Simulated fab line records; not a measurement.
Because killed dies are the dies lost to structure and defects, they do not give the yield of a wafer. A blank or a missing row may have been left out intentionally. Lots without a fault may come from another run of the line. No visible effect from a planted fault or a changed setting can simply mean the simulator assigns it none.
fab line records -- flow n5-finfet
record: lots: 9, wafers: 26, last-day: 17
route steps=1938 shown FIN_SAQP@115 BEOL_M4@1111 PASSIVATION@1936
lots untouched by any fault: they come from a run of this same line in which no faults occurred
start-h: start of the lot's first displayed wafer, in hours after the record's first day -- wait-h: hours elapsed since this lot's preceding step -- " the same as in the row above -- L1.1+2: several wafers, shown together as one row -- - value missing, or start not given -- * or withheld: withheld -- < > ~ a bound
route shown NAME@n: a module of which the file shows steps, and the number in the route of the first -- usual: the fault-free wafers' mean and standard deviation -- same: alike in all rows -- chamber/n: place in a boat -- sites: per-site readings -- _std_site: how widely they spread, as a standard deviation -- _edge_site: mean of outer sites minus mean of inner sites -- radius-mm: for every site, how far away it sits from the centre of the wafer -- mask NAME#n: copy n -- behind: the last tool/chamber to shape the wafer -- hold: why the lot was held/for how many hours/how that ended -- device: which transistor (n, p or np) failed to switch -- end of line: the route-end tests of the same wafers -- a step with no rows: only its recipe -- killed: not the wafer's yield, but the dies lost to structure and defects at the first sort -- map: shows each die of a wafer: x if killed, . if not, _ if none is there
set.NAME: setting as actually run; set.NAME@STEP: the setting as run at that earlier step -- model.NAME: the simulator's own value behind a step, which no gauge read
one table for each step of the route and one row for each wafer, over a sample of lots
services: from which hour (start-h, from the record's first day; less than 0 if before it) a tool's chamber was out of use, for how many hours, and why
== steps ==
step: N5_FIN_SAQP_ETCH_51
recipe: chemistry: CF4, target: SiARC, target-depth-a: 455, mask-material: CAR-ArF, time-s: 75.8, ion-energy-ev: 80, pressure-mtorr: 40, source-w: 545, bias-w: 36, Ar_flow_sccm: 100, cf4-flow-sccm: 100, ends: cleared
usual: bias-w: 36.01/0.1, drypump-motor-current-A: 5.6/0.41, etch-rf-on-time-s: 74.8/1.7, oes-product-au: 0.66/0.073, rf-vpp-V: 184.0/0.96, showerhead-plenum-p-Torr: 2.13/0.047, throttle-valve-pct: 15.60/0.26
lot.wafer,tool,chamber,start-h,wait-h,bias-w,drypump-motor-current-A,etch-rf-on-time-s,oes-product-au,rf-hours-counter-h,rf-vpp-V,showerhead-plenum-p-Torr,throttle-valve-pct
L401.2,rie-diel-03,3,23.50,0.0,35.86,5.4,74.2,0.63,172,185.2,2.11,15.88
L401.5,rie-diel-03,2,23.50,0.0,36.16,5.7,75.3,0.59,-,184.7,2.19,15.43
L403.1,rie-diel-03,3,34.70,0.0,36.07,5.4,75.1,0.62,175,182.6,2.11,15.87
L403.4,rie-diel-03,1,34.70,0.0,35.98,5.1,73.1,0.61,218,186.4,2.19,15.74
L403.6,rie-diel-03,0,34.70,0.0,35.98,6.3,77.8,0.64,-,184.9,2.16,15.71
L405.1,rie-diel-04,1,45.43,0.0,36.13,5.4,73.6,0.58,238,182.5,2.10,15.84
L405.2,rie-diel-04,3,45.43,0.0,36.09,4.9,77.9,0.67,124,183.2,2.06,15.59
L405.3,rie-diel-04,0,45.43,0.0,36.13,6.0,73.3,0.65,178,183.4,2.12,15.59
L406.2,rie-diel-04,1,51.75,0.0,35.74,5.4,75.1,0.58,240,182.4,2.10,15.84
L406.4,rie-diel-04,0,51.75,0.0,35.85,6.1,75.5,0.64,180,182.5,2.12,15.61
L406.6,rie-diel-04,1,51.75,0.0,35.87,5.4,74.6,0.58,-,182.8,2.10,15.85
L407.2,rie-diel-03,1,57.43,0.0,36.13,5.1,72.1,0.61,226,184.8,2.18,15.75
L407.4,rie-diel-03,2,57.43,0.0,35.93,5.7,75.4,0.60,243,183.5,2.18,15.45
L407.5,rie-diel-03,2,57.43,0.0,36.04,5.7,75.2,0.59,-,184.5,2.18,15.46
L411.1,rie-diel-04,3,82.40,0.0,35.91,4.9,78.9,0.66,139,183.3,2.06,15.61
L411.2,rie-diel-04,0,82.40,0.0,36.16,6.1,73.7,0.64,193,185.1,2.12,15.63
L411.5,rie-diel-04,0,82.40,0.0,36.14,6.1,74.8,0.64,-,184.4,2.12,15.64
L418.1,rie-diel-03,3,126.54,0.0,35.94,5.4,75.1,0.60,212,183.0,2.10,15.97
L418.3,rie-diel-03,2,126.54,0.0,35.88,5.6,73.7,0.81,10,184.0,2.18,15.02
L418.6,rie-diel-03,2,126.54,0.0,35.83,5.6,73.8,0.82,-,184.1,2.18,15.03
L422.1,rie-diel-04,1,148.37,0.0,35.94,5.4,73.3,0.79,16,183.5,2.09,15.38
L422.3,rie-diel-04,0,148.37,0.0,35.99,6.1,73.3,0.63,220,184.1,2.11,15.69
L422.6,rie-diel-04,0,148.37,0.0,35.99,6.1,74.2,0.62,-,183.7,2.11,15.69
L424.1,rie-diel-01,3,160.13,0.0,35.98,5.3,76.4,0.60,181,184.7,2.22,15.65
L424.2,rie-diel-01,2,160.13,0.0,36.17,5.9,74.5,0.84,2,184.0,2.12,15.34
L424.3,rie-diel-01,1,160.13,0.0,35.95,5.7,73.5,0.74,54,185.4,2.18,15.11
step: N5_FIN_SAQP_ETCH_67
recipe: chemistry: CH3F/O2, target: SiNx, target-depth-a: 300, mask-material: SOC, pressure-mtorr: 30, source-w: 395, bias-w: 73, Ar_flow_sccm: 150, CH3F_flow_sccm: 30, O2_flow_sccm: 20, ion-energy-ev: 120
usual: bias-w: 73.02/0.2, drypump-motor-current-A: 5.6/0.38, oes_ar_750_au: 0.78/0.088, oes_f_703_au: 0.79/0.089, oes-product-au: 0.78/0.097, rf-vpp-V: 293/6.6, showerhead-plenum-p-Torr: 2.00/0.055, throttle-valve-pct: 16.29/0.28
lot.wafer,tool,chamber,start-h,wait-h,bias-w,drypump-motor-current-A,oes_ar_750_au,oes_f_703_au,oes-product-au,rf-hours-counter-h,rf-vpp-V,showerhead-plenum-p-Torr,throttle-valve-pct
L401.2,rie-diel-01,0,26.28,0.0,72.89,5.7,0.77,0.79,0.78,157,299,1.90,16.26
L401.5,rie-diel-01,0,26.28,0.0,73.27,5.7,0.77,0.79,0.78,-,301,1.90,16.24
L403.1,rie-diel-01,3,37.61,0.0,73.15,5.3,0.76,0.75,0.74,137,295,2.10,16.38
L403.4,rie-diel-01,2,37.61,0.0,72.86,5.9,0.70,0.69,0.69,215,285,2.00,16.54
L403.6,rie-diel-01,1,37.61,0.0,72.77,5.7,0.95,0.95,0.94,-,290,2.06,15.80
L405.1,rie-diel-03,1,48.47,0.0,72.77,5.1,0.71,0.75,0.70,222,280,2.06,16.56
L405.2,rie-diel-03,3,48.47,0.0,73.07,5.4,0.73,0.76,0.73,180,294,1.97,16.65
L405.3,rie-diel-03,0,48.47,0.0,72.52,6.4,0.77,0.78,0.76,132,287,2.01,16.45
L406.2,rie-diel-03,3,54.79,0.0,73.10,5.4,0.74,0.76,0.73,181,293,1.97,16.64
L406.4,rie-diel-03,1,54.79,0.0,72.73,5.1,0.73,0.75,0.70,225,281,2.06,16.59
L406.6,rie-diel-03,2,54.79,0.0,72.68,5.7,0.68,0.69,0.70,-,302,2.03,16.12
L407.2,rie-diel-03,3,60.18,0.0,73.19,5.4,0.74,0.76,0.72,184,293,1.97,16.64
L407.4,rie-diel-03,1,60.18,0.0,73.12,5.1,0.71,0.75,0.69,227,281,2.06,16.58
L407.5,rie-diel-03,1,60.18,0.0,72.44,5.1,0.72,0.75,0.69,-,280,2.06,16.57
L411.1,rie-diel-03,3,85.27,0.0,73.57,5.4,0.72,0.75,0.71,193,293,1.97,16.66
L411.2,rie-diel-03,1,85.27,0.0,73.06,5.1,0.71,0.74,0.69,236,281,2.05,16.60
L411.5,rie-diel-03,1,85.27,0.0,72.93,5.1,0.71,0.74,0.70,-,282,2.05,16.60
L418.1,rie-diel-04,1,129.29,0.0,73.02,5.4,0.92,0.94,0.94,10,295,1.95,16.14
L418.3,rie-diel-04,0,129.29,0.0,72.96,6.1,0.72,0.73,0.74,215,300,1.96,16.33
L418.6,rie-diel-04,2,129.29,0.0,72.72,5.5,0.84,0.83,0.85,-,298,1.95,16.00
L422.1,rie-diel-01,0,151.20,0.0,73.18,5.7,0.74,0.75,0.74,202,299,1.89,16.35
L422.3,rie-diel-01,3,151.20,0.0,72.96,5.3,0.72,0.72,0.71,178,294,2.09,16.44
L422.6,rie-diel-01,3,151.20,0.0,72.96,5.3,0.72,0.73,0.71,-,294,2.09,16.45
L424.1,rie-diel-03,0,163.56,0.0,73.50,6.4,0.73,0.74,0.72,181,288,1.99,16.54
L424.2,rie-diel-03,3,163.56,0.0,72.95,5.4,0.71,0.73,0.69,226,293,1.96,16.71
L424.3,rie-diel-03,1,163.56,0.0,72.71,5.1,0.94,1.00,0.93,8,281,2.05,16.18
step: N5_FIN_SAQP_MANDREL2_REMOVE_60
recipe: chemistry: HBr/Cl2/O2, bt-time-s: 10, target: a-Si, stop-on: SiNx, endpoint: OES-SiCl, over-etch-frac: 1, icp-w: 600, bias-w: 22, HBr_flow_sccm: 150, Cl2_flow_sccm: 80, O2_flow_sccm: 5, pressure-mtorr: 10
usual: drypump-motor-current-A: 5.5/0.39, he-backside-leak-sccm: 2.8/0.31, oes-product-au: 1.007/0.019, throttle-valve-pct: 36.6/0.32
lot.wafer,tool,chamber,start-h,wait-h,drypump-motor-current-A,he-backside-leak-sccm,oes-product-au,rf-hours-counter-h,throttle-valve-pct
L401.2,rie-si-05,0,27.36,0.1,5.8,2.7,0.996,130,35.9
L401.5,rie-si-05,2,27.36,0.1,5.5,2.7,1.019,-,36.5
L403.1,rie-si-04,3,38.36,0.1,5.7,2.7,1.017,70,36.8
L403.4,rie-si-04,0,38.36,0.1,5.4,3.1,1.043,125,36.9
L403.6,rie-si-04,2,38.36,0.1,6.4,2.6,0.987,-,36.4
L405.1,rie-si-04,3,50.01,0.1,5.7,3.1,0.996,71,36.8
L405.2,rie-si-04,2,50.01,0.1,6.4,2.8,0.985,51,36.4
L405.3,rie-si-04,0,50.01,0.1,5.4,3.1,1.036,126,36.9
L406.2,rie-si-05,2,55.72,0.1,5.5,2.7,1.027,123,36.5
L406.4,rie-si-05,1,55.72,0.1,5.0,2.6,0.996,-,36.4
L406.6,rie-si-05,2,55.72,0.1,5.5,2.8,1.020,-,36.5
L407.2,rie-si-04,2,60.84,0.1,6.4,2.9,0.994,51,36.4
L407.4,rie-si-04,0,60.84,0.1,5.4,3.1,1.037,126,36.9
L407.5,rie-si-04,0,60.84,0.1,5.4,2.9,1.046,-,36.9
L411.1,rie-si-04,3,85.96,0.1,5.7,2.6,1.001,71,36.8
L411.2,rie-si-04,0,85.96,0.1,5.4,3.1,1.030,127,36.9
L411.5,rie-si-04,1,85.96,0.1,5.0,2.7,1.012,-,37.0
L418.1,rie-si-04,2,129.95,0.1,6.4,2.9,0.995,52,36.4
L418.3,rie-si-04,1,129.95,0.1,5.0,2.5,1.023,36,37.0
L418.6,rie-si-04,3,129.95,0.1,5.7,2.8,0.998,-,36.8
L422.1,rie-si-05,0,151.86,0.1,5.8,2.6,1.000,132,35.9
L422.3,rie-si-05,2,151.86,0.1,5.6,2.7,1.020,125,36.5
L422.6,rie-si-05,2,151.86,0.1,5.6,2.8,1.018,-,36.5
L424.1,rie-si-02,2,164.21,0.1,5.4,2.8,0.982,3,36.6
L424.2,rie-si-02,0,164.21,0.1,5.6,3.0,0.993,6,36.5
L424.3,rie-si-02,3,164.21,0.1,5.4,2.4,0.963,65,37.2
step: N5_FIN_SAQP_FIN_ETCH_36
recipe: chemistry: HBr/Cl2/O2, target-depth-a: 1200, mask-material: SiNx, time-s: 50.4, bias-w: 102, pressure-mtorr: 10, icp-w: 800, HBr_flow_sccm: 150, Cl2_flow_sccm: 80, O2_flow_sccm: 12
usual: bias-w: 102.0/0.31, drypump-motor-current-A: 5.5/0.33, he-backside-leak-sccm: 2.8/0.31, oes-product-au: 1.000/0.027, throttle-valve-pct: 36.07/0.29
lot.wafer,tool,chamber,start-h,wait-h,bias-w,drypump-motor-current-A,he-backside-leak-sccm,oes-product-au,rf-hours-counter-h,throttle-valve-pct
L401.2,rie-si-02,0,27.81,0.0,101.7,5.7,2.8,0.996,3,35.87
L401.5,rie-si-02,0,27.81,0.0,101.4,5.6,2.9,0.986,-,35.86
L403.1,rie-si-02,1,38.81,0.0,101.6,5.5,3.3,1.028,103,36.26
L403.4,rie-si-02,3,38.81,0.0,101.9,5.5,2.4,0.958,63,36.58
L403.6,rie-si-02,2,38.81,0.0,102.5,5.3,2.8,0.969,-,36.01
L405.1,rie-si-02,2,50.46,0.0,102.1,5.4,2.6,0.981,0,36.02
L405.2,rie-si-02,1,50.46,0.0,102.1,5.5,3.6,1.047,104,36.24
L405.3,rie-si-02,0,50.46,0.0,102.0,5.6,2.8,0.994,4,35.85
L406.2,rie-si-02,0,56.40,0.0,96.3,5.6,3.0,0.965,4,35.87
L406.4,rie-si-02,2,56.40,0.0,96.8,5.4,2.8,0.957,1,36.04
L406.6,rie-si-02,2,56.40,0.0,96.1,5.3,2.9,0.966,-,36.03
L407.2,rie-si-02,3,61.29,0.0,96.5,5.5,2.4,0.946,64,36.56
L407.4,rie-si-02,2,61.29,0.0,96.5,5.4,2.6,0.947,1,36.04
L407.5,rie-si-02,3,61.29,0.0,96.5,5.5,2.4,0.959,-,36.58
L411.1,rie-si-02,0,86.45,0.0,97.0,5.6,2.7,0.972,4,35.86
L411.2,rie-si-02,1,86.45,0.0,96.4,5.5,3.4,1.011,104,36.30
L411.5,rie-si-02,1,86.45,0.0,96.3,5.5,3.6,1.018,-,36.28
L418.1,rie-si-05,1,130.52,0.0,101.6,5.0,2.9,1.006,111,35.65
L418.3,rie-si-05,0,130.52,0.0,102.1,5.8,2.7,1.011,132,35.18
L418.6,rie-si-05,1,130.52,0.0,101.7,5.0,2.9,1.004,-,35.68
L422.1,rie-si-02,3,152.30,0.0,101.8,5.5,2.4,0.960,65,36.54
L422.3,rie-si-02,1,152.30,0.0,101.7,5.5,3.5,1.025,106,36.28
L422.6,rie-si-02,3,152.30,0.0,102.4,5.5,2.4,0.959,-,36.58
L424.1,rie-si-05,1,164.66,0.0,101.8,5.1,2.9,0.996,112,35.66
L424.2,rie-si-05,3,164.66,0.0,101.8,5.1,3.0,1.023,168,35.97
L424.3,rie-si-05,0,164.66,0.0,102.2,5.8,2.6,0.979,132,35.21
step: N5_BEOL_M4_RC_MEAS_101
usual: DIBL_N: 36.2/2, DIBL_P: 36.1/2.4, IOFF_N: 0.16/0.035, IOFF_P: 0.22/0.041, ION_N: 675/14, ION_P: 465/8.6, SS_N: 71.5/0.64, SS_P: 73.2/0.76, VT_N: 250/3.9, VT_P: -249/3.4
lot.wafer,tool,chamber,start-h,wait-h,DIBL_N[mV/V],DIBL_P[mV/V],IOFF_N[nA/um],IOFF_P[nA/um],ION_N[uA/um],ION_P[uA/um],SS_N[mV/dec],SS_P[mV/dec],VT_N[mV],VT_P[mV]
L401.2,prober-02,0,175.05,0.2,38.0,37.1,0.19,0.23,692,470,72.1,73.5,247,-248
L401.5,prober-02,0,175.05,0.2,38.1,37.0,0.19,0.22,686,465,71.9,73.8,249,-252
L403.1,prober-01,0,177.80,0.0,36.6,36.9,0.16,0.21,677,460,71.8,72.8,248,-249
L403.4,prober-01,0,177.80,0.0,35.3,34.8,0.14,0.18,687,471,70.9,72.4,249,-251
L403.6,prober-01,0,177.80,0.0,35.0,34.3,0.13,0.19,670,463,71.4,72.1,249,-249
L405.1,prober-02,0,199.14,0.0,32.9,33.1,0.10,0.15,650,449,71.1,71.9,256,-252
L405.2,prober-02,0,199.14,0.0,34.0,35.1,0.12,0.18,658,463,71.1,72.5,254,-250
L405.3,prober-02,0,199.14,0.0,33.6,35.0,0.10,0.17,643,454,70.4,73.3,257,-252
L407.2,prober-01,0,206.14,0.2,34.8,34.5,0.13,0.20,665,456,71.7,72.6,248,-251
L407.4,prober-01,0,206.14,0.2,35.7,36.2,0.16,0.22,680,470,71.5,73.6,248,-246
L407.5,prober-01,0,206.14,0.2,35.7,36.0,0.16,0.23,675,476,71.6,72.8,249,-249
L406.2,prober-02,0,209.19,0.2,38.1,38.2,0.18,0.24,681,465,72.1,74.5,247,-249
L406.4,prober-02,0,209.19,0.2,38.1,38.2,0.17,0.24,670,457,72.8,73.7,251,-247
L406.6,prober-02,0,209.19,0.2,37.6,37.4,0.17,0.23,672,463,72.0,73.8,248,-251
L411.1,prober-02,0,226.98,0.0,36.6,35.6,0.15,0.20,679,463,71.3,73.9,250,-251
L411.2,prober-02,0,226.98,0.0,39.9,38.2,0.20,0.24,688,464,72.2,74.2,248,-248
L411.5,prober-02,0,226.98,0.0,39.2,39.2,0.21,0.23,693,468,72.0,74.3,246,-249
L418.1,prober-02,0,272.29,0.0,34.9,33.2,0.13,0.18,677,466,70.9,72.7,251,-251
L418.3,prober-02,0,272.29,0.0,38.7,37.5,0.19,0.24,674,463,72.2,74.4,248,-247
L418.6,prober-02,0,272.29,0.0,40.8,40.7,0.24,0.28,703,472,72.0,74.0,243,-247
L422.1,prober-02,0,295.93,0.0,35.1,34.5,0.12,0.15,673,450,70.5,73.3,255,-255
L422.3,prober-02,0,295.93,0.0,39.0,38.9,0.17,0.20,664,453,72.7,74.4,254,-252
L422.6,prober-02,0,295.93,0.0,39.5,40.1,0.18,0.21,679,456,72.6,73.8,256,-253
L424.1,prober-01,0,314.81,0.0,36.4,36.3,0.15,0.18,654,446,71.6,73.3,257,-255
L424.2,prober-01,0,314.81,0.0,36.0,36.5,0.14,0.18,671,454,71.5,73.3,254,-254
L424.3,prober-01,0,314.81,0.0,33.9,33.8,0.12,0.16,669,458,70.8,71.7,254,-256
step: N5_PASSIVATION_PROBE_49
usual: defect-limited-yield: 91.1/1.4, killed_at_M0_to_M3: 36/9.9, killed_at_M4_up: 13/5.8, killed-at-contacts: 14/5.9, killed-at-front-end: 39/11, killed-at-other: 3.4/2.9, killed-dies: 105/17, killed-open: 70/13, killed-short: 34/7.3, sort_bin_5_function: 5.3/1, sort_bin_6_memory: 3.3/0.62, sort_bin_8_speed: 0.01/0.057, sort-n-pass: 1075/17
same: gross-dies: 1180, killed-at-back-side: 0, sort_bin_4_leakage[%]: 0
lot.wafer,tool,chamber,start-h,wait-h,defect-limited-yield[%],killed_at_M0_to_M3,killed_at_M4_up,killed-at-contacts,killed-at-front-end,killed-at-other,killed-dies,killed-open,killed-short,sort_bin_5_function[%],sort_bin_6_memory[%],sort_bin_8_speed[%],sort-n-pass
L411.5,prober-02,-,333.76,0.6,91.5,24,25,14,37,0,100,74,25,5.0,3.1,0,1080
killed by level:class
L411.5 BEOL_M4:geometric-particle:open=12 MOL_CONTACT_COAG:geometric-particle:open=11 BEOL_M2:geometric-particle:open=9 STI_FIN_REVEAL:geometric-particle:open=7 DUMMY_GATE:geometric-particle:open=7 FIN_SAQP:geometric-particle:short=5 BEOL_M1:geometric-particle:open=5 FIN_SAQP:geometric-particle:open=4
== services ==
tool,chamber,start-h,hours,kind
rie-si-04,0,6.24,3.3,repair
rie-si-02,2,15.98,-,clean
rie-si-02,2,15.98,-,consumable-replace:focus-ring
rie-si-05,-,17.88,1.2,repair
rie-si-04,-,28.34,2.8,pm
rie-si-05,0,41.29,18.5,repair
rie-diel-04,1,65.99,7.4,repair
rie-si-05,1,71.26,4.5,repair
rie-si-05,0,72.61,2.7,repair
rie-diel-04,2,76.84,9.3,repair
rie-diel-03,2,79.37,-,clean
rie-diel-03,2,79.37,-,consumable-replace:focus-ring
rie-diel-03,2,79.37,18.4,scheduled-down
rie-diel-03,2,79.37,18.4,vent-cycle
rie-diel-01,3,88.38,7.8,repair
rie-diel-04,3,90.75,21.3,repair
rie-si-05,0,96.58,3.6,repair
rie-diel-03,1,119.26,-,clean
rie-diel-03,1,119.26,-,consumable-replace:focus-ring
rie-diel-03,1,119.26,19.8,scheduled-down
rie-diel-03,1,119.26,19.8,vent-cycle
rie-si-04,0,127.15,36.9,repair
rie-diel-01,0,134.94,7.9,repair
rie-si-02,-,135.14,2.8,pm
== key ==
first-sign: step: N5_FIN_SAQP_FIN_ETCH_36, reading: bias-w, direction: down, sigmas: 18, usual: *, struck: *
effect none on later readings
met-at N5_FIN_SAQP_FIN_ETCH_36
struck-lots L406,L407,L411
not-acting-at N5_FIN_SAQP_ETCH_51,N5_FIN_SAQP_ETCH_67,N5_FIN_SAQP_MANDREL2_REMOVE_60
onset-between 50.46 56.40
fault: kind: process-parameter-drift, tool: rie-si-02, chamber: -, onset-h: 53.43, steps: N5_FIN_SAQP_FIN_ETCH_36, channel: bias-w, offset: *, shape: step, end-h: 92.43, acts-in: *, stated: *
